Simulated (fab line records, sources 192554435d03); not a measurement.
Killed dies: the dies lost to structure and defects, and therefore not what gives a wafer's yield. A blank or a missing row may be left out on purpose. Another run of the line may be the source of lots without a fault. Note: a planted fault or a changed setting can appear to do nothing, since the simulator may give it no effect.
Matching of chambers :: flow n5 finfet :: N5_SPACER0_ALD_00 on ald sin-01: 4 sister chambers
The step deposits SiOCN, target thk 3.5 nm, pulse time 3 s, purge time 2 s. 4 wafers are shown with their chamber, then 6 later ones without.

EACH WAFER AND ITS CHAMBER
wafer: L935.2
chamber: 2
heater power w (W): 829

wafer: L954.1
chamber: 1
heater power w (W): 816

wafer: L954.2
chamber: 0
heater power w (W): 676

wafer: L954.4
chamber: 3
heater power w (W): 773

WAFERS WHOSE CHAMBER IS MISSING
wafer: L955.1
heater power w (W): 784

wafer: L955.5
heater power w (W): 840

wafer: L955.6
heater power w (W): 766

wafer: L956.2
heater power w (W): 833

wafer: L956.5
heater power w (W): 841

wafer: L956.6
heater power w (W): 667

EACH ONE'S CHAMBER
wafer: L955.1
from the rows above: 3
in truth: 3

wafer: L955.5
from the rows above: can't be placed: 2 or 1
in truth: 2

wafer: L955.6
from the rows above: 3
in truth: 3

wafer: L956.2
from the rows above: can't be placed: 2 or 1
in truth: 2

wafer: L956.5
from the rows above: can't be placed: 2 or 1
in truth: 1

wafer: L956.6
from the rows above: 0
in truth: 0
Correct placement for 3 of the 6. These rows do not allow placing 3 (true chamber among the candidates in 3). Number placed wrongly: 0.
How it was worked out, from the rows above alone: a wafer's distance from a chamber is the root of the sum, over the readings, of the square of ((its reading less the chamber's mean) divided by the reading's scatter). If the next closest chamber is less than 2 further off than the closest, the wafer can't be placed; otherwise it belongs to the closest. The mean given for a chamber averages the wafers shown for that chamber. The scatter (one wafer shown for each chamber): square how far every hidden wafer sits from the nearest shown wafer, average those squares and take the square root.
